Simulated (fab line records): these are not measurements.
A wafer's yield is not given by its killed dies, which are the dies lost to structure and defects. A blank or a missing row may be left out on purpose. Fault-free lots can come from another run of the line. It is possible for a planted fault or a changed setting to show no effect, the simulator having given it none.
A lot that was struck, set against a sound lot + flow n5-finfet + 19 out of 1938 route steps
Sound: wafers L108.2, L108.4, L108.5. Struck: wafers L125.1, L125.2, L125.3. The cause comes at the end.
For every step that has rows: the tool of each side, followed by ch and its chambers, followed by its first start. Under that, the readings that differ: sound wafers + struck wafers + difference of the means + sigmas: that difference in standard deviations of wafers without a fault.
alike: words and numbers the same on both sides, and readings whose means are apart by under 2 such deviations; not compared: readings that were withheld, readings missing a value for some wafer, numbers with overlapping values and no deviation given by the record, and bounds like >300 which may hide the same value.
Wherever a step has rows on one side only, a row that says differs or no value, or a row with sigmas, the two part there. Numbers that don't overlap but have no deviation are shown without sigmas and don't part them. A reading missing from all wafers of one side parts the sides only when that side holds two or more wafers.

N5_FIN_SAQP_HM_DEP_03: deposits SiNx from SiH4/NH3/N2, target thk 38 nm, time 33.6 s.
  sound on pecvd-03 ch 1,2, day 1 21:49; struck on pecvd-04 ch 0,1,2, day 6 04:41
  alike: heater-power-w, showerhead-plenum-p-Torr, throttle-valve-pct
N5_FIN_SAQP_THK_MEAS_05:
  sound on film-metro-01, day 1 21:54; struck on film-metro-02, day 6 04:47
| reading     | sound          | struck         | difference | sigmas |
|-------------|----------------|----------------|------------|--------|
| thk-nm (nm) | 38.4 39.1 38.8 | 36.7 37.8 36.8 | -1.7       | -3     |
N5_FIN_SAQP_PECVD_47: deposits a-Si from SiH4/He, target thk 45 nm, time 36.3 s.
  sound on pecvd-04 ch 1,2, day 1 21:56; struck on pecvd-01 ch 0,1,2, day 6 04:49
  alike: heater-power-w, showerhead-plenum-p-Torr, throttle-valve-pct
N5_FIN_SAQP_PECVD_48: deposits SiNx from SiH4/NH3/N2, target thk 25 nm, time 22.1 s.
  sound on pecvd-04 ch 1,2, day 1 21:59; struck on pecvd-01 ch 0,1,2, day 6 04:51
  alike: heater-power-w, showerhead-plenum-p-Torr, throttle-valve-pct
N5_FIN_SAQP_PECVD_06: deposits a-Si from SiH4/He, target thk 60 nm, time 48.1 s.
  sound on pecvd-04 ch 1,2, day 1 22:01; struck on pecvd-01 ch 0,1,2, day 6 04:53
  alike: heater-power-w, showerhead-plenum-p-Torr, throttle-valve-pct
N5_FIN_SAQP_THK_MEAS_07:
  sound on film-metro-01, day 1 22:08; struck on film-metro-02, day 6 04:59
  alike: thk-nm
N5_FIN_SAQP_HM_DEP_72: deposits SiO2 from SiH4/N2O, target thk 12 nm, time 7.2 s.
  sound on pecvd-01 ch 0,1,2, day 1 22:10; struck on pecvd-04 ch 0,1,2, day 6 05:01
  alike: heater-power-w, showerhead-plenum-p-Torr
then, 5 steps without rows for these wafers: N5_FIN_SAQP_COAT_49 (time 60 s, resist thk 100 nm); N5_FIN_SAQP_COAT_50 (time 60 s, resist thk 35 nm); N5_FIN_SAQP_COAT_10 (resist thk 90 nm); N5_FIN_SAQP_EBR_12; N5_FIN_SAQP_SOFTBAKE_11 (time 60 s).
N5_FIN_SAQP_EXPOSE_13: exposes mask FIN CORE, target cd 35.6 nm.
  sound on arfi-scanner-02 ch 0, day 1 22:29; struck on arfi-scanner-03 ch 0, day 6 05:20
| reading                          | sound                | struck            | difference | sigmas |
|----------------------------------|----------------------|-------------------|------------|--------|
| model.FIN_SAQP.overlay-x-nm (nm) | 0.5853 0.5853 0.5853 | 18.25 18.25 18.25 | +17.66     |        |
  alike: mask, focus-offset-nm
then, 2 steps without rows for these wafers: N5_FIN_SAQP_PEB_14 (peb time 60 s); N5_FIN_SAQP_DEVELOP_15 (develop time 30 s).
N5_FIN_SAQP_CD_MEAS_16: target cd 35.6 nm.
  sound on cd-sem-03 ch 0, day 1 22:37; struck on cd-sem-01 ch 0, day 6 05:28
  alike: cd-nm
N5_FIN_SAQP_OVL_MEAS_17:
  sound on overlay-01 ch 0, day 1 22:39; struck on overlay-01 ch 0, day 6 05:31
| reading           | sound       | struck         | difference | sigmas |
|-------------------|-------------|----------------|------------|--------|
| FIN_CORE_OVL (nm) | 0.7 1.0 0.7 | 19.6 18.4 17.8 | +17.8      | +24    |
N5_FIN_SAQP_INSPECT_18: inspects for defects (brightfield).
  sound on defect-inspect-02, day 1 22:40; struck on defect-inspect-02, day 6 05:32
  alike: raw-defect-count
-- a jump in the record: the struck wafers' starts before and after are 6 days apart (it breaks off in module FIN_SAQP and resumes in module BEOL_M4, where the first step shown is number 1111 of the route) --
N5_BEOL_M4_RC_MEAS_101:
  sound on prober-01 ch 0, day 7 17:47; struck on prober-02 ch 0, day 11 20:56
  alike: DIBL_N, DIBL_P, IOFF_N, IOFF_P, ION_N, ION_P, SS_N, SS_P, VT_N, VT_P

## WHERE THEY PART
First at N5_FIN_SAQP_THK_MEAS_05; last, within this record, at N5_FIN_SAQP_OVL_MEAS_17. Later steps at which nothing parts them and some readings are alike: N5_FIN_SAQP_INSPECT_18, N5_BEOL_M4_RC_MEAS_101.

WHY: whatever the simulator had introduced
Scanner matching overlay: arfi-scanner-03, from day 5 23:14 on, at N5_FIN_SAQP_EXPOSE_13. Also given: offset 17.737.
